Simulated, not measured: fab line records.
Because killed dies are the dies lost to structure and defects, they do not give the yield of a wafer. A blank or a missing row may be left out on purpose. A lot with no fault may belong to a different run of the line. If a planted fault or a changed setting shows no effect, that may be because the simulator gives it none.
Chamber matching -- flow n5-finfet -- N5_BEOL_M7_CURE_74 on uv-cure-01: 3 sister chambers
The step cures SiCOH lowk, time 240 s. 3 wafers are shown with their chamber, then 10 later ones without.

## WAFERS WITH THEIR CHAMBER
wafer,chamber,wafer_temp_C_max
L076.5,0,386.2
L087.6,2,387.0
L091.4,1,386.0

## WAFERS WHOSE CHAMBER IS MISSING
wafer,wafer_temp_C_max
L091.5,385.4
L093.1,386.0
L093.4,386.3
L093.6,387.0
L095.3,387.0
L095.5,387.0
L095.6,387.0
L097.2,386.1
L097.4,387.0
L097.6,387.1

## EACH ONE'S CHAMBER
wafer,from the rows above,in truth
L091.5,can't be placed: 1 or 0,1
L093.1,can't be placed: 1 or 0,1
L093.4,can't be placed: 0 or 1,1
L093.6,2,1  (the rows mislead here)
L095.3,2,2
L095.5,2,2
L095.6,2,2
L097.2,can't be placed: 0 or 1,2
L097.4,2,2
L097.6,2,2
5 of 10 placed correctly. Not placeable from these rows: 4 (in 3, the candidates include the true chamber). 1 placed wrongly.
How it was worked out, from the rows above alone: a wafer's distance from a chamber is the root of the sum, over the readings, of the square of ((its reading less the chamber's mean) divided by the reading's scatter). The wafer belongs to the nearest chamber; if the next one is less than 2 further off, it can't be placed. For every chamber, the mean is computed from those of its wafers that are shown. The scatter: with one shown wafer a chamber, the root of the mean of the squares of how far each hidden wafer lies from its nearest shown one.
